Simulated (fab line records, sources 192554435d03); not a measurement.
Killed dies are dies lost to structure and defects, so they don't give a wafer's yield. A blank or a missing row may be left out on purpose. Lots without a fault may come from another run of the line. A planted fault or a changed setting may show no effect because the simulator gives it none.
Split-lot experiment | flow n5_finfet | 7 lots, 21 wafers read, on a route of 1938 steps

THE SPLIT
At N5_BEOL_M2_TRENCH_ETCH_37 (etches SiOC in C4F6/O2, target depth 55.555 nm, time 29.2 s), the setting time_s was moved away from the recipe's 29.2 s on 11 of the 21 wafers read, by -16.7% to +17.6%. The other wafers ran this setting at the recipe's value.

The reading is taken at the split's own step.

THE READING
BEOL_M2.feature_depth_nm (the simulator's own value, which no gauge read), in nm, at N5_BEOL_M2_TRENCH_ETCH_37 (etches SiOC in C4F6/O2, target depth 55.555 nm, time 29.2 s). The file gives no usual value for it. The 10 wafers here that ran the recipe average 55.4 nm, standard deviation 0.72 nm.

wafer  | tool, chamber at the split | time_s as run, s | against the recipe | BEOL_M2.feature_depth_nm, nm | against lot-mates on the recipe
L078.1 | rie_diel-03, 2             | 24.33            | -16.7%             | 46.4                         | -9.4
L078.4 | rie_diel-03, 2             | 29.2             | recipe             | 55.8                         | -
L078.6 | rie_diel-03, 1             | 24.33            | -16.7%             | 46.6                         | -9.2
L079.2 | rie_diel-03, 1             | 29.2             | recipe             | 55.8                         | -
L079.3 | rie_diel-03, 2             | 29.2             | recipe             | 55.2                         | -
L079.5 | rie_diel-03, 2             | 29.2             | recipe             | 55                           | -
L089.2 | rie_diel-03, 2             | 34.33            | +17.6%             | 65.6                         | no lot-mate on the recipe
L089.4 | rie_diel-03, 1             | 34.33            | +17.6%             | 64.6                         | no lot-mate on the recipe
L089.5 | rie_diel-03, 2             | 34.33            | +17.6%             | 65.8                         | no lot-mate on the recipe
L092.2 | rie_diel-02, 3             | 29.2             | recipe             | 56.6                         | -
L092.3 | rie_diel-02, 1             | 24.99            | -14.4%             | 48                           | -8.6
L092.5 | rie_diel-02, 0             | 24.99            | -14.4%             | 47.4                         | -9.2
L091.1 | rie_diel-02, 0             | 24.37            | -16.5%             | 45.8                         | -9.8
L091.3 | rie_diel-02, 2             | 29.2             | recipe             | 55.6                         | -
L091.4 | rie_diel-02, 1             | 24.37            | -16.5%             | 47                           | -8.6
L093.3 | rie_diel-03, 1             | 24.79            | -15.1%             | 47                           | -7.6
L093.5 | rie_diel-03, 3             | 29.2             | recipe             | 54.6                         | -
L093.6 | rie_diel-03, 1             | 24.79            | -15.1%             | 47                           | -7.6
L097.2 | rie_diel-03, 2             | 29.2             | recipe             | 56.4                         | -
L097.3 | rie_diel-03, 3             | 29.2             | recipe             | 54.2                         | -
L097.4 | rie_diel-03, 1             | 29.2             | recipe             | 55                           | -

THE FIT
A straight line over all 21 wafers: BEOL_M2.feature_depth_nm changes by +0.552 nm for each +1% of time_s; r = +1.00; the points scatter about the line by 0.62 nm.
The same after taking each lot's own level away (the mean of its wafers on the recipe; 18 wafers): +0.557 nm for each +1%; r = +0.99; scatter 0.64 nm.
On that fit, the largest move of time_s shifts the reading by 9.8 nm.
The lots' own levels span 54.60 to 56.60 nm, that is 2.8 times the standard deviation above.
So the lot-to-lot level changes the slope little: the two slopes agree.
Check: with one of the wafers moved furthest among these (-16.7%) left out of the fit, the line predicts -9.28 nm for it against its lot-mates. It came out at -9.4 nm against them.

OTHER SPLITS ON THESE WAFERS
These wafers also went through other splits before the reading. Each is held against what the fit with the lots' levels taken away leaves over:
other split on the same wafers   | wafers away from the commonest value | r with BEOL_M2.feature_depth_nm (lot level and that fit taken away)
N5_BEOL_M0_SAQP_COAT_34 spin_rpm | 7                                    | +0.09
N5_BEOL_M2_EXPOSE_08 dose_mj     | 10                                   | -0.01
N5_BEOL_M2_ETCH_70 time_s        | 5                                    | +0.01

THE WHOLE CHAIN: every reading that the file lists as answering this split, in the file's order
step                      | what it does                                                | reading                                                                   | change (the file's fit)               | r (the file's)
N5_BEOL_M2_TRENCH_ETCH_37 | etches SiOC in C4F6/O2, target depth 55.555 nm, time 29.2 s | etch.depth_nm (the simulator's own value, which no gauge read)            | +0.556 nm for each +1% of the setting | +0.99
N5_BEOL_M2_TRENCH_ETCH_37 | etches SiOC in C4F6/O2, target depth 55.555 nm, time 29.2 s | BEOL_M2.feature_depth_nm (the simulator's own value, which no gauge read) | +0.557 nm for each +1% of the setting | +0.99

THE FILE'S OWN FIT
BEOL_M2.feature_depth_nm changes by +0.557 nm for each +1% of time_s, r = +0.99.
